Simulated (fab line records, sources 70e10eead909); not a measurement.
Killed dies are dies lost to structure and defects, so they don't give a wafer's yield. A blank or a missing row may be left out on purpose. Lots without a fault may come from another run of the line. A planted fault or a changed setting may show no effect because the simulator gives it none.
A struck lot beside a sound one | flow nand_harc | 18 steps out of a route of 1302
Sound: wafers L159.1, L159.2, L159.4. Struck: wafers L161.1, L161.3, L161.6. The cause comes at the end.
At each step with rows: each side's tool, then ch and its chambers, then its first start. Under that, the readings that differ: sound wafers | struck wafers | difference of the means | sigmas: that difference in standard deviations of wafers without a fault.
alike: readings whose means differ by less than 2 such deviations, and words and numbers that are the same on both sides. not compared: withheld readings, readings that some wafer has no value for, bounds like >300 that may hide the same value, and numbers for which the record gives no deviation and whose values overlap.
The two part at a step that has a row with sigmas, a row that says differs or no value, or rows on one side only. Numbers that don't overlap but have no deviation are shown without sigmas and don't part them. A reading that every wafer of one side lacks parts them only if that side has two wafers or more.

NHARC_P_GATE_CD_MEAS_46: target cd 720 nm.
  sound on cd_sem-02 ch 0, day 6 17:38; struck on cd_sem-01 ch 0, day 7 10:23
  alike: cd_nm
then, 1 step without rows for these wafers: NHARC_P_GATE_HARDBAKE_47 (time 80 s).
NHARC_P_GATE_DESCUM_48: chemistry O2, time 3 s.
  sound on rie_diel-04 ch 0,1,3, day 6 17:49; struck on rie_diel-09 ch 0,1,3, day 7 10:33
  alike: drypump_motor_current_A, oes_product_au, rf_vpp_V, showerhead_plenum_p_Torr, throttle_valve_pct
  not compared: rf_hours_counter_h
then, 1 step without rows for these wafers: NHARC_P_GATE_IMPLANT_49.
NHARC_P_GATE_STRIP_111: strips in N2/H2, time 250 s.
  sound on plasma_asher-01 ch 0,1, day 6 18:11; struck on plasma_asher-01 ch 0, day 7 11:19
  alike: drypump_motor_current_A, heater_power_w
  not compared: rf_hours_counter_h
NHARC_P_GATE_STRIP_75: strips in O2.
  sound on plasma_asher-01 ch 0,1, day 6 18:30; struck on plasma_asher-01 ch 0, day 7 11:37
  reading            | sound       | struck      | difference | sigmas
  heater_power_w (W) | 336 367 371 | 377 373 374 | +17        | +2
  alike: drypump_motor_current_A
  not compared: rf_hours_counter_h
then, 6 steps without rows for these wafers: NHARC_P_GATE_STRIP_50 (strips in SPM, time 900 s); NHARC_P_GATE_DEHYDRATE_51 (time 120 s); NHARC_P_GATE_HMDS_52 (time 30 s); NHARC_P_GATE_COAT_53; NHARC_P_GATE_SOFTBAKE_54 (time 95 s); NHARC_P_GATE_EBR_55.
NHARC_P_GATE_EXPOSE_56: exposes mask P PSD, target cd 720 nm.
  sound on krf_scanner-01 ch 0, day 6 19:16; struck on krf_scanner-03 ch 0, day 7 12:23
  reading | sound                   | struck                  | difference | sigmas
  mask    | P_PSD#0 P_PSD#0 P_PSD#0 | P_NSD#0 P_NSD#0 P_NSD#0 | differs    |
then, 2 steps without rows for these wafers: NHARC_P_GATE_PEB_57 (peb time 85 s); NHARC_P_GATE_DEVELOP_58 (time 70 s).
NHARC_P_GATE_CD_MEAS_59: target cd 720 nm.
  sound on cd_sem-01 ch 0, day 6 19:25; struck on cd_sem-01 ch 0, day 7 12:33
  reading    | sound             | struck | difference                    | sigmas
  cd_nm (nm) | 717.5 714.8 717.5 | - - -  | no value on the struck wafers |
then, 1 step without rows for these wafers: NHARC_P_GATE_HARDBAKE_60 (time 80 s).
-- the record jumps here: 19 days lie between the struck wafers' starts before and after (it left off in module P_GATE and takes up again in module END, whose first step shown is number 1302 of the route) --
NHARC_END_SORT_01:
  the record has rows for the struck wafers here (prober-01 ch 0, day 26 02:32) and none for the sound ones

WHERE THEY PART
First at NHARC_P_GATE_STRIP_75; last, within this record, at NHARC_END_SORT_01.

WHY: what the simulator had put in
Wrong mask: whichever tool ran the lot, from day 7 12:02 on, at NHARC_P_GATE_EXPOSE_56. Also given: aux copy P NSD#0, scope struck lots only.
